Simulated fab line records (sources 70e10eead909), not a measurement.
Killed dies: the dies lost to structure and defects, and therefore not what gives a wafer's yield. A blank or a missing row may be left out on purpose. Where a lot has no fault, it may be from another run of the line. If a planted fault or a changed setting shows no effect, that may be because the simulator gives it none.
A lot that was struck, set against a sound lot :: flow nand harc :: 18 out of 1302 route steps
Sound: the wafers L750.1, L750.3, L750.4. Wafers struck: L761.1, L761.4, L761.6. The cause is given at the end.
Each step with rows lists, per side, the tool, then ch with its chambers, then its first start. Under that, the readings that differ: sound wafers :: struck wafers :: difference of the means :: sigmas: that difference in standard deviations of wafers without a fault.
alike: words and numbers the same on both sides, and readings whose means are apart by under 2 such deviations; not compared: readings that were withheld, readings missing a value for some wafer, numbers with overlapping values and no deviation given by the record, and bounds like >300 which may hide the same value.
A row with sigmas, a row that says differs or no value, or rows on one side alone: a step with any of these is where the two part. Numbers that don't overlap but have no deviation are shown without sigmas and don't part them. A reading missing from all wafers of one side parts the sides only when that side holds two or more wafers.

first, 2 steps without rows for these wafers: NHARC_A_BONDPAD_HARDBAKE_10 (time 65 s); NHARC_A_BONDPAD_DESCUM_11 (chemistry O2, time 3 s).
NHARC_A_BONDPAD_ETCH_34: etches the open film in N2/H2, target depth 60 nm, overetch 18 nm, time 65.91 s.
  sound on rie diel-07 ch 0,2,3, day 24 19:05; struck on rie diel-07 ch 1,2, day 30 05:03
  alike: drypump motor current A, n2 flow sccm, oes product au, rf vpp V, showerhead plenum p Torr, throttle valve pct
  not compared: rf hours counter h
then, 1 step without rows for these wafers: NHARC_A_BONDPAD_ETCH_12 (etches the open film in CHF3/O2, target depth 220 nm, time 110 s).
NHARC_A_BONDPAD_CD_MEAS_13:
  sound: cd sem-03 at day 24 19:19; struck: cd sem-03 at day 30 05:17
  alike: cd nm
NHARC_A_BONDPAD_STRIP_15: strips in O2.
  sound on rie diel-11 ch 0,1,3, day 24 19:23; struck on rie diel-01 ch 0,1,3, day 30 05:22
reading: oes product au (a.u.)
sound: 0.984 0.988 0.999
struck: 1.023 1.016 1.008
difference: +0.025
sigmas: +2
  alike: drypump motor current A, rf vpp V, showerhead plenum p Torr, throttle valve pct
  not compared: rf hours counter h
then, 5 steps without rows for these wafers: NHARC_A_BONDPAD_ETCH_24 (etches the open film in CF4/N2, target depth 30 nm, time 72.99 s); NHARC_A_BONDPAD_STRIP_16 (strips in post etch residue remover, time 600 s); NHARC_A_BONDPAD_DEGAS_25 (time 60 s); NHARC_A_BONDPAD_PRE_CLEAN_26 (time 30 s); NHARC_A_BONDPAD_PVD_17 (deposits TaN, target thk 5 nm, time 8.06 s).
NHARC_A_BONDPAD_PVD_27: deposits Cu, target thk 30 nm, time 20.49 s.
  sound on pvd sputter-01; struck on pvd sputter-01
  alike: chamber pressure pa, substrate temp c, throttle valve pct
NHARC_A_BONDPAD_ECD_18: material Cu, target thk 400 nm.
  sound on ecd cu-01 ch 0,1, day 24 20:18; struck on ecd cu-02 ch 0,1, day 30 06:16
NHARC_A_BONDPAD_ANNEAL_28: time 90 s.
  sound on rtp anneal-02 ch 0, day 24 20:41; struck on rtp anneal-01 ch 0, day 30 06:38
reading: wafer_temp_C_max
sound: 227.1 226.6 226.9
struck: 225.7 225.6 225.6
difference: -1.2
sigmas: -2
NHARC_A_BONDPAD_CMP_19: polishes, t overpolish 30 s, cu recess touch 16 s, target thk 169.82 nm.
  sound on cmp-04 ch 1,2,3, day 24 21:02; struck on cmp-02 ch 0,1, day 30 06:59
  alike: motor current A, overpolish run s
then, 1 step without rows for these wafers: NHARC_A_BONDPAD_SRD_21 (time 30 s, dry time 20 s).
NHARC_A_BONDPAD_INSPECT_23:
  sound: defect inspect-02 at day 24 21:35; struck: defect inspect-02 at day 30 07:32
  alike: raw defect count
NHARC_END_SORT_01:
  sound on prober-02 ch 0, day 26 00:19; struck on prober-01 ch 0, day 31 12:39
reading: defect limited yield (%)
sound: 93.4 93.4 94.5
struck: 0.1 0 0.1
difference: -93.7
sigmas: -41

reading: killed at array
sound: 41 45 34
struck: 672 671 673
difference: +632
sigmas: +42

reading: killed dies
sound: 45 45 37
struck: 676 677 676
difference: +634
sigmas: +42
  alike: killed at other, killed at periphery, killed open, killed short

## WHERE THEY PART
Last at NHARC_END_SORT_01 as far as this record goes, first at NHARC_A_BONDPAD_STRIP_15.

WHY: the cause the simulator had injected
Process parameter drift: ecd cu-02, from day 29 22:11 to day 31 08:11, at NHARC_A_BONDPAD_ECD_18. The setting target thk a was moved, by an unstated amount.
